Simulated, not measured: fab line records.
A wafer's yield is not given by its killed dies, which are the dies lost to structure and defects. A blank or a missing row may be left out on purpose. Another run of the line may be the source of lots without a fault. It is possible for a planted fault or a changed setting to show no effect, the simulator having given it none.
What tool caused it? + flow n5-finfet + 27 wafers from 10 lots sampled at 6 of the route's 1938 steps

== WHAT THE GAUGES SHOWED, per wafer ==
N5_BEOL_M4_RC_MEAS_101. Usual: DIBL_N 36.1 mV/V, standard deviation 1.6; DIBL_P 35.8 mV/V, standard deviation 2.1; IOFF_N 0.16 nA/um, standard deviation 0.031; IOFF_P 0.21 nA/um, standard deviation 0.034; ION_N 673 uA/um, standard deviation 12; ION_P 461 uA/um, standard deviation 7.2; SS_N 71.4 mV/dec, standard deviation 0.59; SS_P 73.3 mV/dec, standard deviation 0.63; VT_N 250 mV, standard deviation 3.1; VT_P -250 mV, standard deviation 3.3.
| lot  | measured     | on        | DIBL_N (mV/V)  | DIBL_P (mV/V)  | IOFF_N (nA/um) | IOFF_P (nA/um) | ION_N (uA/um) | ION_P (uA/um) | SS_N (mV/dec)  | SS_P (mV/dec)  | VT_N (mV)   | VT_P (mV)      | flag |
|------|--------------|-----------|----------------|----------------|----------------|----------------|---------------|---------------|----------------|----------------|-------------|----------------|------|
| L895 | day 8 07:15  | prober-02 | 36.1 36.0 36.9 | 36.1 35.6 36.0 | 0.17 0.16 0.17 | 0.21 0.21 0.21 | 676 670 689   | 463 457 465   | 71.7 71.8 71.4 | 73.4 73.3 74.3 | 248 249 247 | -253 -250 -252 |      |
| L896 | day 8 07:31  | prober-01 | 35.3 38.5 36.4 | 35.4 38.8 37.1 | 0.15 0.21 0.16 | 0.19 0.24 0.23 | 674 687 674   | 457 461 465   | 71.6 72.6 71.7 | 73.0 73.6 73.4 | 249 245 250 | -251 -249 -247 |      |
| L897 | day 8 18:02  | prober-02 | 34.3 35.6 35.1 | 33.2 35.8 33.9 | 0.11 0.13 0.12 | 0.15 0.19 0.16 | 661 663 661   | 454 458 460   | 71.0 70.2 71.0 | 72.4 73.4 72.8 | 254 251 254 | -255 -254 -254 |      |
| L899 | day 9 09:04  | prober-02 | 36.3 36.1 38.2 | 36.9 37.0 39.6 | 0.17 0.17 0.23 | 0.21 0.21 0.27 | 683 677 687   | 459 457 465   | 71.6 71.6 72.3 | 73.3 73.4 74.0 | 250 249 243 | -253 -253 -249 |      |
| L905 | day 10 18:57 | prober-01 | 35.4 35.0      | 36.1 35.7      | 0.14 0.14      | 0.17 0.17      | 667 676       | 452 460       | 71.0 71.0      | 73.5 72.2      | 253 251     | -256 -255      |      |
| L909 | day 11 13:50 | prober-02 | 37.1 36.5      | 36.5 36.0      | 0.18 0.17      | 0.21 0.21      | 686 678       | 469 460       | 72.0 71.8      | 73.1 73.5      | 246 248     | -251 -252      |      |
| L908 | day 11 15:33 | prober-01 | 37.8 34.7      | 38.7 34.4      | 0.20 0.13      | 0.28 0.20      | 680 676       | 468 463       | 71.4 71.5      | 73.7 73.3      | 248 253     | -247 -250      |      |
| L913 | day 12 17:00 | prober-01 | 36.2 35.7 38.9 | 36.4 36.7 39.9 | 0.15 0.14 0.20 | 0.20 0.20 0.25 | 669 673 676   | 461 465 463   | 70.9 71.5 72.4 | 73.8 73.3 74.3 | 250 251 246 | -251 -250 -247 |      |
| L914 | day 12 20:27 | prober-01 | 34.9 34.4 35.2 | 34.4 33.1 34.6 | 0.14 0.12 0.13 | 0.20 0.17 0.20 | 658 654 660   | 457 450 454   | 71.2 70.5 71.1 | 72.8 72.2 73.1 | 252 254 251 | -249 -253 -250 |      |
| L915 | day 13 07:11 | prober-02 | 35.3 37.0 37.0 | 34.9 37.4 35.8 | 0.15 0.18 0.18 | 0.23 0.26 0.23 | 667 670 675   | 470 470 465   | 71.1 71.5 71.3 | 73.2 73.6 73.6 | 253 247 249 | -247 -247 -247 |      |

== WHAT TOOL EACH LOT RAN ON (gives the tool, then ch and the chambers of the sampled wafers, and finally the start) ==
| lot  | N5_BEOL_M4_SPUTTER_81        | N5_BEOL_M4_SPUTTER_86        | N5_BEOL_M4_ECD_50              | N5_BEOL_M4_ANNEAL_51             | N5_BEOL_M4_CMP_52             |
|------|------------------------------|------------------------------|--------------------------------|----------------------------------|-------------------------------|
| L895 | pvd-sputter-03, day 8 04:50  | pvd-sputter-03, day 8 05:03  | ecd-cu-01 ch 0,1, day 8 06:16  | rtp-anneal-02 ch 0, day 8 06:20  | cmp-01 ch 0,2,3, day 8 06:41  |
| L896 | pvd-sputter-01, day 8 04:56  | pvd-sputter-01, day 8 05:10  | ecd-cu-02 ch 0,1, day 8 06:23  | rtp-anneal-01 ch 0, day 8 06:30  | cmp-02 ch 1,2,3, day 8 06:52  |
| L897 | pvd-sputter-03, day 8 12:09  | pvd-sputter-03, day 8 15:49  | ecd-cu-02 ch 0,1, day 8 17:02  | rtp-anneal-01 ch 0, day 8 17:07  | cmp-02 ch 1,2,3, day 8 17:28  |
| L899 | pvd-sputter-01, day 9 06:20  | pvd-sputter-01, day 9 06:34  | ecd-cu-02 ch 0,1, day 9 07:47  | rtp-anneal-02 ch 0, day 9 07:56  | cmp-02 ch 0,2, day 9 08:11    |
| L905 | pvd-sputter-03, day 10 16:26 | pvd-sputter-03, day 10 16:40 | ecd-cu-02 ch 0,1, day 10 17:52 | rtp-anneal-02 ch 0, day 10 18:03 | cmp-01 ch 1,2, day 10 18:25   |
| L909 | pvd-sputter-02, day 11 11:20 | pvd-sputter-02, day 11 11:34 | ecd-cu-02 ch 0,1, day 11 12:47 | rtp-anneal-02 ch 0, day 11 12:56 | cmp-02 ch 1,2, day 11 13:16   |
| L908 | pvd-sputter-01, day 11 13:08 | pvd-sputter-01, day 11 13:21 | ecd-cu-02 ch 1, day 11 14:34   | rtp-anneal-02 ch 0, day 11 14:38 | cmp-04 ch 0,3, day 11 14:59   |
| L913 | pvd-sputter-03, day 12 14:22 | pvd-sputter-03, day 12 14:35 | ecd-cu-01 ch 0,1, day 12 15:49 | rtp-anneal-01 ch 0, day 12 15:58 | cmp-04 ch 0,2, day 12 16:16   |
| L914 | pvd-sputter-03, day 12 17:38 | pvd-sputter-03, day 12 17:52 | ecd-cu-01 ch 0,1, day 12 19:05 | rtp-anneal-01 ch 0, day 12 19:14 | cmp-04 ch 0,1,3, day 12 19:34 |
| L915 | pvd-sputter-03, day 13 04:37 | pvd-sputter-03, day 13 04:50 | ecd-cu-01 ch 0,1, day 13 06:03 | rtp-anneal-02 ch 0, day 13 06:10 | cmp-02 ch 0,1, day 13 06:28   |
- N5_BEOL_M4_SPUTTER_81: material Cu, target thk 4.5 nm, time 8.29 s.
- N5_BEOL_M4_SPUTTER_86: material Cu, target thk 4.5 nm, time 8.29 s.
- N5_BEOL_M4_ECD_50: material Cu, target thk 300 nm.
- N5_BEOL_M4_ANNEAL_51: time 90 s.
- N5_BEOL_M4_CMP_52: polishes, stops on SiOC, t overpolish 6.8 s, target thk 40 nm.

== AS READ BY THE TOOLS THEMSELVES (means over the sampled wafers that have a number; for cases with no such wafer, the mark the record gives instead) ==
N5_BEOL_M4_SPUTTER_81. Usual: susceptor-temp-C -20.00 C, standard deviation 0.11; throttle-valve-pct 30.1 %, standard deviation 0.96.
| lot  | tool           | susceptor-temp-C (C) | throttle-valve-pct (%) | flag |
|------|----------------|----------------------|------------------------|------|
| L895 | pvd-sputter-03 | -20.05               | 29.6                   |      |
| L896 | pvd-sputter-01 | -19.93               | 30.1                   |      |
| L897 | pvd-sputter-03 | -19.95               | 30.1                   |      |
| L899 | pvd-sputter-01 | -19.99               | 30.0                   |      |
| L905 | pvd-sputter-03 | -19.95               | 30.1                   |      |
| L909 | pvd-sputter-02 | -20.00               | 29.0                   |      |
| L908 | pvd-sputter-01 | -19.90               | 31.1                   |      |
| L913 | pvd-sputter-03 | -20.10               | 29.6                   |      |
| L914 | pvd-sputter-03 | -20.08               | 30.1                   |      |
| L915 | pvd-sputter-03 | -19.97               | 30.1                   |      |

N5_BEOL_M4_SPUTTER_86. Usual: susceptor-temp-C -20.01 C, standard deviation 0.1; throttle-valve-pct 30.1 %, standard deviation 0.94.
| lot  | tool           | susceptor-temp-C (C) | throttle-valve-pct (%) | flag |
|------|----------------|----------------------|------------------------|------|
| L895 | pvd-sputter-03 | -20.08               | 29.6                   |      |
| L896 | pvd-sputter-01 | -20.11               | 30.1                   |      |
| L897 | pvd-sputter-03 | -19.97               | 30.2                   |      |
| L899 | pvd-sputter-01 | -19.93               | 29.9                   |      |
| L905 | pvd-sputter-03 | -20.03               | 30.1                   |      |
| L909 | pvd-sputter-02 | -19.98               | 29.2                   |      |
| L908 | pvd-sputter-01 | -20.11               | 31.3                   |      |
| L913 | pvd-sputter-03 | -20.05               | 29.7                   |      |
| L914 | pvd-sputter-03 | -20.07               | 30.2                   |      |
| L915 | pvd-sputter-03 | -20.12               | 30.1                   |      |

N5_BEOL_M4_ANNEAL_51. Usual: wafer_temp_C_max reads 225.9 (standard deviation 0.31).
| lot  | tool          | wafer_temp_C_max | flag |
|------|---------------|------------------|------|
| L895 | rtp-anneal-02 | 225.9            |      |
| L896 | rtp-anneal-01 | 226.3            |      |
| L897 | rtp-anneal-01 | 226.1            |      |
| L899 | rtp-anneal-02 | 225.8            |      |
| L905 | rtp-anneal-02 | 225.6            |      |
| L909 | rtp-anneal-02 | 225.8            |      |
| L908 | rtp-anneal-02 | 225.9            |      |
| L913 | rtp-anneal-01 | 226.2            |      |
| L914 | rtp-anneal-01 | 226.0            |      |
| L915 | rtp-anneal-02 | 226.0            |      |

N5_BEOL_M4_CMP_52. Usual: head-pressure-psi 1.0001 psi, standard deviation 0.0022; motor-current-A 6.2 A, standard deviation 0.64; slurry-flow-ml-min 150.0, standard deviation 0.49; time-to-endpoint-s 62 s, standard deviation 3.7.
| lot  | tool   | head-pressure-psi (psi) | motor-current-A (A) | slurry-flow-ml-min | time-to-endpoint-s (s) | flag |
|------|--------|-------------------------|---------------------|--------------------|------------------------|------|
| L895 | cmp-01 | 1.0003                  | 6.4                 | 150.0              | 63                     |      |
| L896 | cmp-02 | 1.0004                  | 6.2                 | 150.5              | 61                     |      |
| L897 | cmp-02 | 1.0018                  | 6.2                 | 149.8              | 59                     |      |
| L899 | cmp-02 | 1.0015                  | 5.9                 | 150.7              | 53                     |      |
| L905 | cmp-01 | 0.9998                  | 6.2                 | 149.9              | 89                     | OFF  |
| L909 | cmp-02 | 0.9977                  | 6.3                 | 149.9              | 90                     | OFF  |
| L908 | cmp-04 | 1.0004                  | 6.1                 | 149.9              | 92                     | OFF  |
| L913 | cmp-04 | 1.0017                  | 6.7                 | 150.1              | 67                     |      |
| L914 | cmp-04 | 0.9988                  | 5.8                 | 150.3              | 67                     |      |
| L915 | cmp-02 | 0.9990                  | 6.2                 | 150.5              | 61                     |      |

== THE ANSWER, worked out from the rows above alone ==
Rule: lot off if the mean of its wafers having a number is beyond 3 standard deviations from the usual mean. A lot without any number at a reading at which 4 lots or more have one is off too. Any other lot the step has rows for is counted as sound. After the gauges, taken in route order, come the tools' own readings; for these a lot's mean is taken, as printed above. The first step at which some lot is off is used, and at that step the reading that is off furthest; a lot without a number counts as furthest.
Off: L905, L909, L908, at N5_BEOL_M4_CMP_52 (time-to-endpoint-s).
If a tool, at that step or one of the process steps before it, ran each lot that is off and ran no sound lot following the first of them, it fits. One fits: N5_BEOL_M4_ECD_50 on ecd-cu-02. A fault onset in the window from L899 (day 9 07:47, its last sound lot) to L905 (day 10 17:52, its first lot off) fits.

== WHAT WAS PUT IN BY THE SIMULATOR ==
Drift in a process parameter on ecd-cu-02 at N5_BEOL_M4_ECD_50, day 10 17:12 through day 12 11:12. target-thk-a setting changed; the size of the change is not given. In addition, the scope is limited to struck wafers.
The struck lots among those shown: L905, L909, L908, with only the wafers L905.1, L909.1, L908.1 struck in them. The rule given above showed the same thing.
